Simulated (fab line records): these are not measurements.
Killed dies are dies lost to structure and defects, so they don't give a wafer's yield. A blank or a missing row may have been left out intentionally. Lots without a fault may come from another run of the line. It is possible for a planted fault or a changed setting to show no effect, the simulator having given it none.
fab line records -- flow nand-harc
record lots=6, wafers=18, last-day=24
route steps=1159 shown A_SGD_CUT@769 A_SLIT@779
lots that met no fault: from a run of the same line without faults
start-h: hours from the record's opening day to when the first of the lot's shown wafers began -- wait-h: hours from the lot's prior step to this one -- " repeats the value in the row above -- L1.1+2: several wafers, shown together as one row -- - no value, or no start was given -- * or withheld: withheld -- < > ~ a bound
route shown NAME@n: NAME is a module with steps in the file, n the number in the route of the first one -- usual: mean/standard deviation taken from wafers without a fault -- same: alike in all rows -- chamber/n: place in a boat -- sites: per-site readings -- _std_site: their standard deviation -- _edge_site: mean of outer sites minus mean of inner sites -- radius-mm: for every site, how far away it sits from the centre of the wafer -- mask NAME#n: copy n -- behind: the last tool/chamber to shape the wafer -- hold: why the lot went on hold/how many hours it stayed there/how the hold came to an end -- device: the transistor (n, p or np) that didn't switch -- end of line: the route-end tests of the same wafers -- for a step that has no rows: nothing shown but its recipe -- killed: dies that structure and defects cost at the first sort, which is not the same as the wafer's yield -- map: a wafer's dies, x killed, . not, _ none there
set.NAME: the setting the step ran with; set.NAME@STEP: the setting that earlier step ran with -- model.NAME: the simulator's own value behind a step, which no gauge read
certain route steps with their lots: each step a table, each wafer a row
services: from which hour (start-h, from the record's first day; less than 0 if before it) a tool's chamber was out of use, for how many hours, and why
## steps
# step NHARC_A_SGD_CUT_SRD_19
# step NHARC_A_SGD_CUT_DEP_20
# recipe target-thk-a=1500, temp-c=65, material=SiO2
# step NHARC_A_SGD_CUT_ANNEAL_27
# recipe temp-c=450, time-s=1800
# step NHARC_A_SGD_CUT_CMP_21
# recipe target-thk-nm=148.19
# usual motor-current-A=12.3/1.2, time-to-endpoint-s=48.1/2.7
lot.wafer,tool,chamber,start-h,wait-h,motor-current-A,time-to-endpoint-s
L131.3,cmp-04,0,336.83,0.4,13.7,45.7
L131.1,cmp-04,1,336.83,0.4,12.4,45.8
L131.6,cmp-04,0,336.83,0.4,12.3,47.0
L132.4,cmp-04,3,346.51,0.4,11.6,43.4
L132.3,cmp-04,1,346.51,0.4,12.4,46.1
L132.1,cmp-04,2,346.51,0.4,11.5,48.4
L133.2,cmp-02,3,346.54,0.4,12.4,47.1
L133.1,cmp-02,1,346.54,0.4,12.8,53.1
L133.6,cmp-02,2,346.54,0.4,11.4,53.1
L145.4,cmp-03,0,426.16,0.4,9.5,42.5
L145.3,cmp-03,3,426.16,0.4,13.0,48.1
L145.6,cmp-03,0,426.16,0.4,9.4,45.7
L146.2,cmp-03,1,431.94,0.4,12.9,50.4
L146.6,cmp-03,0,431.94,0.4,9.7,49.1
L146.5,cmp-03,1,431.94,0.4,12.9,49.8
L147.1,cmp-04,3,443.93,0.4,12.2,47.8
L147.3,cmp-04,0,443.93,0.4,13.0,47.5
L147.6,cmp-04,1,443.93,0.4,12.1,49.6
# step NHARC_A_SGD_CUT_THK_MEAS_22
# recipe thk-meas-gauge=ellipsometry
# usual thk-nm=147.5/1.4
lot.wafer,tool,chamber,start-h,wait-h,thk-nm
L131.1,film-metro-01,-,337.08,0.2,147.8
L131.3,film-metro-01,-,337.08,0.2,146.0
L131.6,film-metro-01,-,337.08,0.2,148.7
L132.1,film-metro-01,-,346.77,0.2,146.8
L132.3,film-metro-01,-,346.77,0.2,144.4
L132.4,film-metro-01,-,346.77,0.2,145.5
L133.1,film-metro-01,-,346.77,0.2,149.0
L133.2,film-metro-01,-,346.77,0.2,148.6
L133.6,film-metro-01,-,346.77,0.2,144.9
L145.3,film-metro-01,-,426.43,0.2,146.9
L145.4,film-metro-01,-,426.43,0.2,146.3
L145.6,film-metro-01,-,426.43,0.2,147.7
L146.2,film-metro-01,-,432.17,0.2,149.7
L146.5,film-metro-01,-,432.17,0.2,147.3
L146.6,film-metro-01,-,432.17,0.2,148.6
L147.1,film-metro-02,-,444.13,0.2,147.1
L147.3,film-metro-02,-,444.13,0.2,147.8
L147.6,film-metro-02,-,444.13,0.2,148.5
# step NHARC_A_SGD_CUT_SRD_23
# step NHARC_A_SGD_CUT_ETCH_26
# recipe target-depth-a=458, chemistry=dHF, material=SiO2
# step NHARC_A_SGD_CUT_ETCHBACK_24
# recipe target-depth-a=500, over-etch-frac=0.3, time-s=92.857, ion-energy-ev=120, ch3f-flow-sccm=50, o2-flow-sccm=30, ar-flow-sccm=200, rf-w=500, bias-w=100, chemistry=CH3F/O2
# usual drypump-motor-current-A=5.7/0.33, oes-product-au=0.983/0.03, rf-vpp-V=244.3/1.7, showerhead-plenum-p-Torr=2.45/0.11, throttle-valve-pct=20.663/0.0094
# same over-etch-frac=0.3
lot.wafer,tool,chamber,start-h,wait-h,drypump-motor-current-A,oes-product-au,rf-hours-counter-h,rf-vpp-V,showerhead-plenum-p-Torr,throttle-valve-pct
L131.1,rie-diel-10,1,337.32,0.1,5.9,0.920,9,245.3,2.62,20.649
L131.3,rie-diel-10,3,337.32,0.1,5.2,0.928,10,245.2,2.56,20.671
L131.6,rie-diel-10,1,337.32,0.1,5.9,0.925,-,247.8,2.62,20.655
L132.1,rie-diel-10,2,347.01,0.1,6.3,0.934,8,247.4,2.63,20.648
L132.3,rie-diel-10,3,347.01,0.1,5.2,0.956,10,245.2,2.56,20.664
L132.4,rie-diel-10,0,347.01,0.1,5.7,0.962,10,242.9,2.35,20.664
L133.1,rie-diel-08,3,347.03,0.2,6.2,0.981,4,242.6,2.41,20.676
L133.2,rie-diel-08,0,347.03,0.2,5.7,0.971,3,243.0,2.42,20.664
L133.6,rie-diel-08,2,347.03,0.2,5.2,1.009,-,245.2,2.54,20.643
L145.3,rie-diel-11,3,426.68,0.2,5.6,0.980,7,242.3,2.33,20.658
L145.4,rie-diel-11,0,426.68,0.2,5.4,0.956,6,241.3,2.32,20.661
L145.6,rie-diel-11,1,426.68,0.2,6.1,0.961,-,244.5,2.40,20.647
L146.2,rie-diel-08,3,432.40,0.1,6.3,0.987,12,243.7,2.41,20.682
L146.5,rie-diel-08,3,432.40,0.1,6.3,0.993,-,244.9,2.41,20.670
L146.6,rie-diel-08,0,432.40,0.1,5.7,1.011,-,243.0,2.41,20.653
L147.3,rie-diel-08,0,444.36,0.1,5.7,0.987,13,242.6,2.41,20.652
L147.1,rie-diel-08,3,444.36,0.1,6.3,0.991,14,242.8,2.41,20.661
L147.6,rie-diel-08,1,444.36,0.1,5.8,0.982,-,246.2,2.61,20.662
# step NHARC_A_SGD_CUT_STRIP_28
# recipe time-s=20, o2-flow-sccm=500, ar-flow-sccm=0, bias-w=0, chemistry=O2
# usual drypump-motor-current-A=5.8/0.33, oes-product-au=0.999/0.0082, rf-vpp-V=57.8/0.89, showerhead-plenum-p-Torr=3.53/0.15, throttle-valve-pct=17.038/0.0092
lot.wafer,tool,chamber,start-h,wait-h,drypump-motor-current-A,oes-product-au,rf-hours-counter-h,rf-vpp-V,showerhead-plenum-p-Torr,throttle-valve-pct
L131.1,rie-diel-10,2,-,-,6.3,0.993,8,58.9,3.77,17.050
L131.3,rie-diel-10,3,-,-,5.3,0.996,10,59.3,3.66,17.032
L131.6,rie-diel-10,0,-,-,5.7,1.010,-,57.0,3.38,17.043
L132.3,rie-diel-10,1,-,-,5.9,0.991,10,58.8,3.75,17.045
L132.1,rie-diel-10,3,-,-,5.3,0.996,10,59.6,3.66,17.027
L132.4,rie-diel-10,0,-,-,5.7,1.003,10,58.0,3.38,17.040
L133.1,rie-diel-08,3,-,-,6.2,0.992,4,57.2,3.46,17.053
L133.2,rie-diel-08,0,-,-,5.7,0.994,3,57.9,3.47,17.042
L133.6,rie-diel-08,2,-,-,5.2,0.994,-,60.1,3.64,17.044
L145.3,rie-diel-11,1,-,-,6.1,1.011,6,56.9,3.45,17.030
L145.4,rie-diel-11,2,-,-,5.6,1.005,7,57.5,3.50,17.062
L145.6,rie-diel-11,3,-,-,5.7,1.001,-,58.4,3.35,17.042
L146.2,rie-diel-08,3,-,-,6.3,0.980,12,57.2,3.46,17.032
L146.6,rie-diel-08,3,-,-,6.3,0.981,-,56.7,3.46,17.048
L146.5,rie-diel-08,0,-,-,5.7,0.997,-,56.6,3.47,17.028
L147.3,rie-diel-08,0,-,-,5.7,0.995,13,58.1,3.47,17.046
L147.1,rie-diel-08,3,-,-,6.2,1.008,14,56.7,3.46,17.037
L147.6,rie-diel-08,1,-,-,5.8,1.006,-,59.3,3.74,17.041
# step NHARC_A_SGD_CUT_INSPECT_25
# usual raw-defect-count=324/93
lot.wafer,tool,chamber,start-h,wait-h,raw-defect-count
L131.1,defect-inspect-02,-,337.56,-,348
L131.3,defect-inspect-02,-,337.56,-,382
L131.6,defect-inspect-02,-,337.56,-,318
L132.1,defect-inspect-01,-,347.23,-,299
L132.3,defect-inspect-01,-,347.23,-,246
L132.4,defect-inspect-01,-,347.23,-,208
L133.1,defect-inspect-02,-,347.24,-,417
L133.2,defect-inspect-02,-,347.24,-,300
L133.6,defect-inspect-02,-,347.24,-,331
L145.3,defect-inspect-01,-,426.90,-,408
L145.4,defect-inspect-01,-,426.90,-,293
L145.6,defect-inspect-01,-,426.90,-,430
L146.2,defect-inspect-01,-,432.64,-,302
L146.5,defect-inspect-01,-,432.64,-,264
L146.6,defect-inspect-01,-,432.64,-,261
L147.1,defect-inspect-01,-,444.60,-,228
L147.3,defect-inspect-01,-,444.60,-,258
L147.6,defect-inspect-01,-,444.60,-,264
# step NHARC_A_SLIT_DEP_25
# recipe target-thk-a=2000, temp-c=400, pressure-torr=6.5, rf-w=900, teos-flow-sccm=161.4, flow-sccm=2650, target-thk-nm=200, gas=O2, material=SiO2
# usual chamber-pressure-Torr=6.501/0.015, heater-power-outer-w=283/77, heater-power-w=528/110, throttle-valve-pct=15.9/0.6
lot.wafer,tool,chamber,start-h,wait-h,chamber-pressure-Torr,heater-power-outer-w,heater-power-w,throttle-valve-pct
L131.3,pecvd-04,2,338.08,0.5,6.496,165,337,15.9
L131.1,pecvd-04,0,338.08,0.5,6.517,297,547,16.4
L131.6,pecvd-04,2,338.08,0.5,6.485,176,336,15.8
L132.1,pecvd-03,2,347.36,0.1,6.469,207,473,14.7
L132.3,pecvd-03,0,347.36,0.1,6.478,229,453,16.4
L132.4,pecvd-03,2,347.36,0.1,6.492,212,486,14.8
L133.2,pecvd-01,1,347.47,0.2,6.503,351,674,15.8
L133.1,pecvd-01,2,347.47,0.2,6.518,267,498,16.9
L133.6,pecvd-01,0,347.47,0.2,6.524,301,591,15.7
L145.3,pecvd-04,1,427.26,0.4,6.530,410,692,16.1
L145.6,pecvd-04,0,427.26,0.4,6.501,289,538,15.9
L145.4,pecvd-04,2,427.26,0.4,6.496,189,355,15.5
L146.2,pecvd-03,1,432.78,0.1,6.516,306,519,15.9
L146.6,pecvd-03,2,432.78,0.1,6.500,244,508,14.9
L146.5,pecvd-03,1,432.78,0.1,6.499,317,521,15.6
L147.1,pecvd-01,1,444.71,0.1,6.498,313,611,15.7
L147.3,pecvd-01,2,444.71,0.1,6.498,278,493,16.2
L147.6,pecvd-01,2,444.71,0.1,6.502,303,499,16.4
# step NHARC_A_SLIT_DEP_00
# recipe target-thk-a=32000, temp-c=400, material=aC
# usual susceptor-temp-C=399.94/0.23, throttle-valve-pct=35.001/0.009
lot.wafer,tool,chamber,start-h,wait-h,susceptor-temp-C,throttle-valve-pct
L131.1,acl-dep-02,0,339.22,-,400.01,34.990
L131.3,acl-dep-02,0,339.22,-,400.22,34.999
L131.6,acl-dep-02,0,339.22,-,399.98,35.009
L132.1,acl-dep-03,0,347.65,-,400.09,34.992
L132.3,acl-dep-03,0,347.65,-,399.80,34.991
L132.4,acl-dep-03,0,347.65,-,399.71,35.011
L133.1,acl-dep-01,0,347.78,-,-,34.999
L133.2,acl-dep-01,0,347.78,-,-,35.011
L133.6,acl-dep-01,0,349.40,-,-,34.981
L145.3,acl-dep-03,0,430.05,-,400.08,35.012
L145.4,acl-dep-03,0,430.05,-,399.64,35.007
L145.6,acl-dep-03,0,430.05,-,399.77,35.006
L146.2,acl-dep-02,0,433.37,-,400.03,35.016
L146.5,acl-dep-02,0,433.37,-,400.22,34.997
L146.6,acl-dep-02,0,433.37,-,400.20,34.988
L147.1,acl-dep-01,0,446.59,-,-,35.007
L147.3,acl-dep-01,0,446.59,-,-,34.996
L147.6,acl-dep-01,0,446.59,-,-,35.001
# step NHARC_A_SLIT_DEP_23
# recipe target-thk-a=1000, target-thk-nm=100, temp-c=400, pressure-torr=3.5, flow-sccm=200, rf-w=350, material=SiON
# usual chamber-pressure-Torr=3.499/0.0085, heater-power-outer-w=434/70, heater-power-w=727/98
lot.wafer,tool,chamber,start-h,wait-h,chamber-pressure-Torr,heater-power-outer-w,heater-power-w
L131.3,pecvd-03,2,341.21,1.0,3.503,388,719
L131.1,pecvd-03,1,341.21,1.0,3.491,407,639
L131.6,pecvd-03,2,341.21,1.0,3.513,391,720
L132.1,pecvd-04,2,349.64,1.7,-,-,-
L132.3,pecvd-04,0,349.64,1.7,-,-,-
L132.4,pecvd-04,0,349.64,1.7,-,-,-
L133.2,pecvd-01,2,349.74,1.3,-,-,-
L133.1,pecvd-01,0,349.74,1.3,-,-,-
L133.6,pecvd-01,0,349.74,1.3,-,-,-
L145.3,pecvd-03,0,431.44,1.1,3.501,409,706
L145.4,pecvd-03,1,431.44,1.1,3.490,452,697
L145.6,pecvd-03,0,431.44,1.1,3.505,420,701
L146.2,pecvd-01,0,435.09,1.4,3.508,465,793
L146.6,pecvd-01,1,435.09,1.4,3.509,494,855
L146.5,pecvd-01,2,435.09,1.4,3.492,435,689
L147.3,pecvd-03,0,448.53,1.0,3.507,417,696
L147.1,pecvd-03,2,448.53,1.0,3.513,375,708
L147.6,pecvd-03,0,448.53,1.0,3.497,421,715
# step NHARC_A_SLIT_DEHYDRATE_01
# recipe temp-c=150, time-s=120
## services
tool,chamber,start-h,hours,kind
cmp-04,-,315.43,0.6,repair
pecvd-03,1,315.90,5.8,repair
rie-diel-11,3,320.89,4.7,repair
cmp-02,-,324.50,4.0,pm
rie-diel-08,0,335.76,9.9,repair
cmp-03,-,343.88,3.1,repair
rie-diel-11,2,347.51,4.3,repair
acl-dep-02,-,350.87,13.0,pm
cmp-04,-,352.33,2.3,repair
rie-diel-10,-,353.50,9.0,pm
cmp-03,-,353.83,4.0,pm
cmp-03,-,358.02,0.2,repair
cmp-03,-,358.46,1.6,repair
rie-diel-08,2,358.51,8.9,repair
pecvd-03,-,363.90,0.8,repair
rie-diel-11,-,366.63,9.0,pm
pecvd-04,-,376.16,13.0,pm
rie-diel-10,-,376.53,2.5,repair
rie-diel-08,2,395.83,6.4,repair
cmp-04,-,399.06,4.0,pm
acl-dep-03,-,407.80,13.0,pm
rie-diel-08,2,415.80,8.3,repair
pecvd-01,-,418.18,13.0,pm
cmp-04,-,431.73,0.6,repair
## key
first-sign step=NHARC_A_SLIT_DEP_23, reading=tool-record, direction=missing
effect none on later readings
met-at NHARC_A_SLIT_DEP_23
struck-wafers L132.1,L132.3,L132.4,L133.1,L133.2,L133.6
later-rows-left-out L132.1,L132.3,L132.4,L133.1,L133.2,L133.6
sort-left-out L132.1,L132.3,L132.4,L133.1,L133.2,L133.6
tester-left-out L132,L133
fault kind=skipped-step-whole, tool=pecvd-01,pecvd-04, chamber=-, onset-h=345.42, steps=NHARC_A_SLIT_DEP_23, scope=struck-lots-only
# tester-left-out: of these lots the tester's yield and bins aren't shown, on N5 and GAA mostly nor the transistor test; their killed dies are dies lost to structure and defects alone, not to doping, threshold or leakage, so they don't give the yield
# sort-left-out: the simulated sort isn't trusted on such a fault, so these wafers' sort isn't shown, and their yield isn't known
# later-rows-left-out: the simulator's readings of these wafers behind a module that went badly wrong aren't trusted and aren't shown, but for the sort
